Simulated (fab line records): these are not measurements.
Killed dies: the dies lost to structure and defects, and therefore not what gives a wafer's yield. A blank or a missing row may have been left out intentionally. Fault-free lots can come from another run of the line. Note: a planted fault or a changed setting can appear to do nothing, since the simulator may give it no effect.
fab line records + flow n5-finfet
record:
- lots: 11
- wafers: 33
- last-day: 17
route steps=1938 shown BEOL_M0@734 MIM_BOT@1832 MIM_TOP@1838 MIM_BOT_ETCH@1868 PASSIVATION@1936
lots with no fault: from the same line, run without faults
start-h: hours from the record's first day to the start of the lot's first wafer shown + wait-h: time in hours since the lot's previous step + " repeats the value in the row above + L1.1+2: a single row standing in for several wafers + - no value, or no start given + * or withheld: withheld + < > ~ a bound
route shown NAME@n: NAME is a module with steps in the file, n the number in the route of the first one + usual: mean/standard deviation taken from wafers without a fault + same: alike in all rows + chamber/n: place in a boat + sites: each site's reading + _std_site: their standard deviation + _edge_site: outer sites' mean less inner sites' + radius-mm: for every site, how far away it sits from the centre of the wafer + mask NAME#n: copy n + behind: the tool/chamber that last shaped the wafer + hold: why the lot was held/for how many hours/how that ended + device: the transistor (n, p or np) that didn't switch + end of line: the same wafers' tests at the end of the route + a step with no rows: only its recipe + killed: dies lost to structure and defects at the first sort, not the wafer's yield + map: per-die view of a wafer (x killed, . not killed, _ where there is no die)
set.NAME: the setting that was run; set.NAME@STEP: the one run at that earlier step + model.NAME: the simulator's own value behind a step, which no gauge read
route steps across a sampled set of lots; one table per step, one row per wafer
services: when a tool's chamber went out of use (start-h, in hours from the record's first day, below 0 if earlier), for how many hours, and the reason
== steps ==
step: N5_BEOL_M0_SPUTTER_116
recipe:
- material: Cu
- target-thk-a: 40
- temp-c: -20
- chamber-pressure-pa: 0.07
- power-w: withheld
- time-s: 7.37
usual:
- throttle-valve-pct: 30.3/1.3
| lot.wafer | tool           | chamber | start-h | wait-h | throttle-valve-pct |
|-----------|----------------|---------|---------|--------|--------------------|
| L180.2    | pvd-sputter-02 | -       | 118.47  | 0.1    | 31.4               |
| L180.3    | "              | -       | "       | "      | 30.0               |
| L180.4    | "              | -       | "       | "      | 31.1               |
| L181.2    | pvd-sputter-01 | -       | 126.65  | 0.4    | 31.4               |
| L181.4    | "              | -       | "       | "      | 28.9               |
| L181.5    | "              | -       | "       | "      | 29.0               |
| L182.1    | pvd-sputter-01 | -       | 131.33  | 0.2    | 28.8               |
| L182.3    | "              | -       | "       | "      | 30.1               |
| L182.4    | "              | -       | "       | "      | 31.3               |
| L186.1    | pvd-sputter-02 | -       | 152.09  | 0.1    | 30.1               |
| L186.2    | "              | -       | "       | "      | 28.0               |
| L186.4    | "              | -       | "       | "      | 31.0               |
| L187.1    | pvd-sputter-01 | -       | 163.52  | 0.1    | 28.7               |
| L187.2    | "              | -       | "       | "      | 31.2               |
| L187.3    | "              | -       | "       | "      | 30.0               |
| L188.1    | pvd-sputter-03 | -       | 169.16  | 0.2    | 28.4               |
| L188.2    | "              | -       | "       | "      | 30.3               |
| L188.6    | "              | -       | "       | "      | 32.3               |
| L192.2    | pvd-sputter-03 | -       | 197.70  | 0.3    | 32.5               |
| L192.3    | "              | -       | "       | "      | 28.2               |
| L192.4    | "              | -       | "       | "      | 30.1               |
| L193.2    | pvd-sputter-03 | -       | 198.14  | 0.4    | 32.5               |
| L193.4    | "              | -       | "       | "      | 30.3               |
| L193.6    | "              | -       | "       | "      | 30.1               |
| L194.1    | pvd-sputter-02 | -       | 204.05  | 0.1    | 30.1               |
| L194.2    | "              | -       | "       | "      | 27.7               |
| L194.5    | "              | -       | "       | "      | 31.3               |
| L199.2    | pvd-sputter-01 | -       | 234.68  | 1.5    | 31.4               |
| L199.4    | "              | -       | "       | "      | 30.2               |
| L199.6    | "              | -       | "       | "      | 30.2               |
| L201.1    | pvd-sputter-01 | -       | 238.72  | 0.1    | 28.9               |
| L201.3    | "              | -       | "       | "      | 31.5               |
| L201.4    | "              | -       | "       | "      | 30.1               |
step: N5_MIM_BOT_DEGAS_01
recipe:
- ambient: vacuum
- temp-c: 300
- time-s: 60
usual:
- heater-power-w: 468/51
| lot.wafer | tool           | chamber | start-h | wait-h | heater-power-w |
|-----------|----------------|---------|---------|--------|----------------|
| L180.2    | pvd-sputter-03 | -       | 263.19  | 1.0    | 469            |
| L180.3    | "              | -       | "       | "      | 494            |
| L180.4    | "              | -       | "       | "      | 541            |
| L181.2    | pvd-sputter-01 | -       | 265.12  | 0.1    | 522            |
| L181.4    | "              | -       | "       | "      | 423            |
| L181.5    | "              | -       | "       | "      | 407            |
| L182.1    | pvd-sputter-01 | -       | 268.02  | 1.4    | 467            |
| L182.3    | "              | -       | "       | "      | 421            |
| L182.4    | "              | -       | "       | "      | 517            |
| L186.1    | pvd-sputter-03 | -       | 283.63  | 0.5    | 478            |
| L186.2    | "              | -       | "       | "      | 559            |
| L186.4    | "              | -       | "       | "      | 546            |
| L187.1    | pvd-sputter-01 | -       | 301.71  | 0.5    | 412            |
| L187.2    | "              | -       | "       | "      | 467            |
| L187.3    | "              | -       | "       | "      | 496            |
| L188.1    | pvd-sputter-03 | -       | 308.66  | 0.3    | 484            |
| L188.2    | "              | -       | "       | "      | 464            |
| L188.6    | "              | -       | "       | "      | 565            |
| L192.3    | pvd-sputter-01 | -       | 332.94  | 0.2    | 404            |
| L192.4    | "              | -       | "       | "      | 399            |
| L194.1    | pvd-sputter-01 | -       | 337.31  | 0.9    | 414            |
| L194.2    | "              | -       | "       | "      | 404            |
| L194.5    | "              | -       | "       | "      | 405            |
| L193.2    | pvd-sputter-02 | -       | 340.16  | 0.3    | 466            |
| L193.4    | "              | -       | "       | "      | 436            |
| L193.6    | "              | -       | "       | "      | 459            |
| L199.2    | pvd-sputter-01 | -       | 376.88  | 1.3    | 415            |
| L199.4    | "              | -       | "       | "      | 470            |
| L199.6    | "              | -       | "       | "      | 472            |
| L201.1    | pvd-sputter-03 | -       | 393.11  | 1.9    | 546            |
| L201.3    | "              | -       | "       | "      | 579            |
| L201.4    | "              | -       | "       | "      | 485            |
step: N5_MIM_TOP_SPUTTER_03
recipe:
- material: TiN
- target-thk-a: 350
- temp-c: 200
- power-w: 3000
- chamber-pressure-pa: 0.49996
- gas: Ar
- reactive-partial-pa: 0.37997
- time-s: 89.7
usual:
- throttle-valve-pct: 30.3/1.2
| lot.wafer | tool           | chamber | start-h | wait-h | throttle-valve-pct |
|-----------|----------------|---------|---------|--------|--------------------|
| L180.2    | pvd-sputter-01 | -       | 264.19  | 0.0    | 30.0               |
| L180.3    | "              | -       | "       | "      | 31.3               |
| L180.4    | "              | -       | "       | "      | 31.3               |
| L181.2    | pvd-sputter-03 | -       | 267.86  | 0.0    | 28.6               |
| L181.4    | "              | -       | "       | "      | 32.4               |
| L181.5    | "              | -       | "       | "      | 30.3               |
| L182.1    | pvd-sputter-01 | -       | 269.24  | 0.0    | 29.2               |
| L182.3    | "              | -       | "       | "      | 29.8               |
| L182.4    | "              | -       | "       | "      | 31.2               |
| L186.1    | pvd-sputter-03 | -       | 284.26  | 0.0    | 28.2               |
| L186.2    | "              | -       | "       | "      | 29.7               |
| L186.4    | "              | -       | "       | "      | 32.4               |
| L187.1    | pvd-sputter-03 | -       | 303.03  | 0.0    | 29.5               |
| L187.2    | "              | -       | "       | "      | 30.1               |
| L187.3    | "              | -       | "       | "      | 28.2               |
| L188.1    | pvd-sputter-01 | -       | 311.13  | 0.0    | 31.2               |
| L188.2    | "              | -       | "       | "      | 31.3               |
| L188.6    | "              | -       | "       | "      | 30.1               |
| L192.3    | pvd-sputter-03 | -       | 333.58  | 0.0    | 32.5               |
| L192.4    | "              | -       | "       | "      | 28.2               |
| L194.1    | pvd-sputter-02 | -       | 338.60  | 0.0    | 27.8               |
| L194.2    | "              | -       | "       | "      | 29.9               |
| L194.5    | "              | -       | "       | "      | 31.4               |
| L193.2    | pvd-sputter-02 | -       | 342.89  | 0.0    | 31.2               |
| L193.4    | "              | -       | "       | "      | 29.9               |
| L193.6    | "              | -       | "       | "      | 30.1               |
| L199.2    | pvd-sputter-01 | -       | 377.60  | 0.0    | 31.4               |
| L199.4    | "              | -       | "       | "      | 29.1               |
| L199.6    | "              | -       | "       | "      | 29.0               |
| L201.1    | pvd-sputter-03 | -       | 395.91  | 0.0    | 30.1               |
| L201.3    | "              | -       | "       | "      | 28.3               |
| L201.4    | "              | -       | "       | "      | 32.4               |
step: N5_MIM_BOT_ETCH_ETCH_00
recipe:
- chemistry: Cl2/BCl3
- target: TiN
- target-depth-a: 455
- ion-energy-ev: 150
- pressure-mtorr: 10
- icp-w: 1000
- bias-w: 126
- Cl2_flow_sccm: 53.25
- bcl3-flow-sccm: 21.75
- Ar_flow_sccm: 25
usual:
- bias-w: 125.9/0.36
- drypump-motor-current-A: 5.7/0.46
- mfc-ar-sccm: 25.00/0.078
- oes-product-au: 0.83/0.043
- throttle-valve-pct: 22.00/0.19
| lot.wafer | tool         | chamber | start-h | wait-h | bias-w | drypump-motor-current-A | mfc-ar-sccm | oes-product-au | rf-hours-counter-h | throttle-valve-pct |
|-----------|--------------|---------|---------|--------|--------|-------------------------|-------------|----------------|--------------------|--------------------|
| L180.2    | rie-metal-01 | 0       | 265.76  | 0.1    | 126.3  | 5.3                     | 25.02       | 0.90           | 9                  | 21.93              |
| L180.3    | "            | 1       | "       | "      | 125.4  | 6.1                     | 25.08       | 0.76           | -                  | 21.95              |
| L180.4    | "            | 0       | "       | "      | 126.5  | 5.3                     | 24.89       | 0.90           | -                  | 21.93              |
| L181.2    | rie-metal-02 | 0       | 269.68  | 0.1    | 125.9  | 6.1                     | 25.03       | 0.85           | 20                 | 22.10              |
| L181.4    | "            | 0       | "       | "      | 126.1  | 6.0                     | 24.97       | 0.85           | -                  | 22.10              |
| L181.5    | "            | 1       | "       | "      | 125.8  | 6.2                     | 25.01       | 0.87           | -                  | 22.25              |
| L182.1    | rie-metal-01 | 0       | 270.97  | 0.1    | 126.7  | 5.3                     | 24.92       | 0.90           | 9                  | 21.94              |
| L182.3    | "            | 0       | "       | "      | 126.3  | 5.3                     | 24.94       | 0.90           | -                  | 21.92              |
| L182.4    | "            | 1       | "       | "      | 125.8  | 6.1                     | 24.92       | 0.75           | -                  | 21.94              |
| L186.1    | rie-metal-01 | 0       | 285.85  | 0.1    | 126.0  | 5.3                     | 25.05       | 0.89           | 10                 | 21.93              |
| L186.2    | "            | 1       | "       | "      | 125.6  | 6.0                     | 24.96       | 0.76           | 47                 | 21.95              |
| L186.4    | "            | 0       | "       | "      | 126.0  | 5.3                     | 25.04       | 0.90           | -                  | 21.94              |
| L187.1    | rie-metal-02 | 0       | 304.80  | 0.1    | 126.2  | 6.1                     | 24.99       | 0.83           | 24                 | 22.09              |
| L187.2    | "            | 1       | "       | "      | 125.8  | 6.2                     | 25.01       | 0.85           | 17                 | 22.27              |
| L187.3    | "            | 0       | "       | "      | 126.4  | 6.1                     | 25.09       | 0.83           | -                  | 22.11              |
| L188.1    | rie-metal-02 | 0       | 314.80  | 0.1    | 126.5  | 6.0                     | 24.99       | 0.83           | 25                 | 22.12              |
| L188.2    | "            | 1       | "       | "      | 125.3  | 6.2                     | 24.98       | 0.84           | 17                 | 22.29              |
| L188.6    | "            | 0       | "       | "      | 125.6  | 6.0                     | 24.96       | 0.82           | -                  | 22.12              |
| L192.3    | rie-metal-02 | 1       | 337.41  | 0.1    | 125.7  | 6.2                     | 25.05       | 0.84           | -                  | 22.29              |
| L192.4    | "            | 0       | "       | "      | 126.1  | 6.1                     | 24.81       | 0.82           | -                  | 22.12              |
| L194.1    | rie-metal-03 | 0       | 341.77  | 0.1    | 126.0  | 5.4                     | 24.99       | 0.83           | 23                 | 21.68              |
| L194.2    | "            | 1       | "       | "      | 125.9  | 4.9                     | 24.99       | 0.86           | 18                 | 21.91              |
| L194.5    | "            | 0       | "       | "      | 125.6  | 5.4                     | 25.07       | 0.83           | -                  | 21.67              |
| L193.2    | rie-metal-03 | 1       | 345.34  | 0.1    | 125.4  | 4.9                     | 25.01       | 0.85           | 19                 | 21.89              |
| L193.4    | "            | 0       | "       | "      | 125.5  | 5.5                     | 25.12       | 0.83           | -                  | 21.69              |
| L193.6    | "            | 1       | "       | "      | 125.8  | 4.9                     | 25.06       | 0.85           | -                  | 21.88              |
| L199.2    | rie-metal-03 | 1       | 379.32  | 0.1    | 126.2  | 4.9                     | 24.98       | 0.84           | 21                 | 21.90              |
| L199.4    | "            | 1       | "       | "      | 126.3  | 4.9                     | 25.02       | 0.85           | -                  | 21.90              |
| L199.6    | "            | 1       | "       | "      | 125.8  | 5.0                     | 25.03       | 0.84           | -                  | 21.90              |
| L201.1    | rie-metal-03 | 1       | 397.54  | 0.1    | 125.8  | 5.0                     | 25.01       | 0.83           | 23                 | 21.91              |
| L201.3    | "            | 1       | "       | "      | 126.1  | 4.9                     | 25.03       | 0.84           | -                  | 21.90              |
| L201.4    | "            | 0       | "       | "      | 126.2  | 5.5                     | 25.00       | 0.82           | -                  | 21.70              |
step: N5_PASSIVATION_PROBE_49
usual:
- defect-limited-yield: 91.4/1.4
- killed_at_M0_to_M3: 31/10
- killed_at_M4_up: 14/5.6
- killed-at-contacts: 13/6.3
- killed-at-front-end: 39/10
- killed-at-other: 4/3.1
- killed-dies: 101/16
- killed-on-rim: 13/3.9
- killed-open: 65/13
- killed-short: 34/7.2
- sort_bin_5_function: 5.1/0.88
- sort_bin_6_memory: 3.2/0.66
- sort-n-pass: 1079/16
- sort-yield-pct: 91.4/1.4
same:
- gross-dies: 1180
- killed-at-back-side: 0
- sort_bin_4_leakage[%]: 0
- sort_bin_8_speed[%]: 0
| lot.wafer | tool      | chamber | start-h | wait-h | defect-limited-yield[%] | killed_at_M0_to_M3 | killed_at_M4_up | killed-at-contacts | killed-at-front-end | killed-at-other | killed-dies | killed-on-rim | killed-open | killed-short | sort_bin_5_function[%] | sort_bin_6_memory[%] | sort-n-pass | sort-yield-pct[%] |
|-----------|-----------|---------|---------|--------|-------------------------|--------------------|-----------------|--------------------|---------------------|-----------------|-------------|---------------|-------------|--------------|------------------------|----------------------|-------------|-------------------|
| L192.3    | prober-01 | -       | 346.64  | 0.1    | 80.8                    | 159                | 20              | 16                 | 32                  | 0               | 227         | 29            | 73          | 42           | 12.1                   | 3.7                  | 953         | 80.8              |
| L192.4    | prober-01 | -       | 346.69  | 0.2    | 85.3                    | 114                | 13              | 17                 | 26                  | 3               | 173         | 29            | 64          | 29           | 9.2                    | 2.9                  | 1007        | 85.3              |
| L193.2    | prober-02 | -       | 356.06  | 0.1    | 76.8                    | 190                | 14              | 10                 | 50                  | 10              | 274         | 19            | 84          | 43           | 14.1                   | 5.8                  | 906         | 76.8              |
| L193.4    | prober-02 | -       | 356.16  | 0.2    | 86.1                    | 97                 | 13              | 9                  | 34                  | 11              | 164         | 30            | 52          | 32           | 8.7                    | 2.5                  | 1016        | 86.1              |
| L193.6    | prober-02 | -       | 356.26  | 0.3    | 83.8                    | 110                | 18              | 6                  | 49                  | 8               | 191         | 31            | 76          | 33           | 9.0                    | 4.4                  | 989         | 83.8              |
| L201.1    | prober-02 | -       | 405.17  | 0.0    | 92.3                    | 29                 | 13              | 19                 | 29                  | 1               | 91          | 10            | 47          | 42           | 4.7                    | 2.9                  | 1089        | 92.3              |
killed by level:class
L192.3 BEOL_M0:unspecified=109 BEOL_M0_SAQP:geometric-particle:short=15 MOL_CONTACT_COAG:geometric-particle:open=14 FIN_SAQP:geometric-particle:short=12 BEOL_M0_SAQP:geometric-particle:open=9 BEOL_M4:geometric-particle:open=9 BEOL_M3:geometric-particle:open=8 STI_FIN_REVEAL:geometric-particle:open=5
L192.4 BEOL_M0:unspecified=79 MOL_CONTACT_COAG:geometric-particle:open=14 BEOL_M0_SAQP:geometric-particle:short=8 FIN_SAQP:geometric-particle:open=7 BEOL_M0_SAQP:geometric-particle:open=7 FIN_SAQP:geometric-particle:short=6 BEOL_M0:geometric-particle:open=6 STI_FIN_REVEAL:geometric-particle:open=4
L193.2 BEOL_M0:unspecified=144 BEOL_M0_SAQP:geometric-particle:short=16 BEOL_M0_SAQP:geometric-particle:open=13 DUMMY_GATE:geometric-particle:open=11 STI_FIN_REVEAL:geometric-particle:open=9 BEOL_M4:geometric-particle:open=8 MOL_CONTACT_COAG:geometric-particle:open=8 GATE_CUT:geometric-particle:short=6
L193.4 BEOL_M0:unspecified=77 MOL_CONTACT_COAG:geometric-particle:open=8 BEOL_M0_SAQP:geometric-particle:short=6 FIN_SAQP:geometric-particle:open=5 FIN_SAQP:geometric-particle:short=5 DUMMY_GATE:geometric-particle:short=5 DUMMY_GATE:geometric-particle:open=5 BEOL_M2:geometric-particle:open=5
L193.6 BEOL_M0:unspecified=78 FIN_SAQP:geometric-particle:open=12 BEOL_M0_SAQP:geometric-particle:open=12 GATE_CUT:geometric-particle:open=9 BEOL_M0_SAQP:geometric-particle:short=7 STI_FIN_REVEAL:geometric-particle:open=6 DUMMY_GATE:geometric-particle:open=5 MOL_CONTACT_COAG:geometric-particle:open=4
L201.1 MOL_CONTACT_COAG:geometric-particle:open=13 BEOL_M0_SAQP:geometric-particle:short=9 GATE_CUT:geometric-particle:short=8 BEOL_M3:geometric-particle:open=7 MOL_CONTACT_COAG:geometric-particle:short=6 DUMMY_GATE:geometric-particle:open=5 FIN_SAQP:geometric-particle:open=4 BEOL_M6:geometric-particle:open=4
== services ==
| tool           | chamber | start-h | hours | kind           |
|----------------|---------|---------|-------|----------------|
| rie-metal-02   | 1       | 94.62   | -     | clean          |
| rie-metal-02   | 1       | 94.62   | 18.1  | scheduled-down |
| rie-metal-02   | 1       | 94.62   | 18.1  | vent-cycle     |
| pvd-sputter-02 | -       | 96.25   | 1.8   | repair         |
| pvd-sputter-03 | -       | 101.23  | 1.1   | repair         |
| rie-metal-01   | 0       | 118.70  | -     | clean          |
| rie-metal-01   | 0       | 118.70  | 27.3  | scheduled-down |
| rie-metal-01   | 0       | 118.70  | 27.3  | vent-cycle     |
| rie-metal-03   | 1       | 120.10  | -     | clean          |
| rie-metal-03   | 1       | 120.10  | 23.6  | scheduled-down |
| rie-metal-03   | 1       | 120.10  | 23.6  | vent-cycle     |
| rie-metal-03   | -       | 186.42  | 2.8   | pm             |
| rie-metal-01   | -       | 189.92  | 0.2   | repair         |
| rie-metal-02   | 1       | 238.10  | 16.0  | repair         |
| pvd-sputter-03 | -       | 355.26  | 3.1   | repair         |
| rie-metal-02   | 1       | 356.58  | 8.9   | repair         |
| rie-metal-01   | 0       | 359.15  | 20.8  | repair         |
| rie-metal-03   | 1       | 363.93  | 2.0   | repair         |
| rie-metal-02   | -       | 364.80  | 8.8   | repair         |
| rie-metal-02   | -       | 394.28  | 15.6  | pm             |
== key ==
first-sign:
- step: N5_PASSIVATION_PROBE_49
- reading: killed_at_M0_to_M3
- direction: up
- sigmas: 10
- usual: 31
- struck: 134
effect:
- step: N5_PASSIVATION_PROBE_49
- reading: defect-limited-yield
- direction: down
- sigmas: 6.4
- usual: 91.4
- struck: 82.6
more-kills-born-at:
- N5_BEOL_M0_SPUTTER_116@pvd-sputter-03: 487
met-at N5_BEOL_M0_SPUTTER_116
struck-lots L192,L193
rows-end L192.2
not-acting-at N5_MIM_BOT_DEGAS_01,N5_MIM_TOP_SPUTTER_03,N5_MIM_BOT_ETCH_ETCH_00
onset-between 169.16 197.70
fault:
- kind: chamber-particle-source
- tool: pvd-sputter-03
- chamber: -
- onset-h: 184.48
- steps: N5_BEOL_M0_SPUTTER_116
- rate-per-visit-cm2: 1.7246
rows-end: these wafers met a further fault down the route, and their rows from its step on are left out
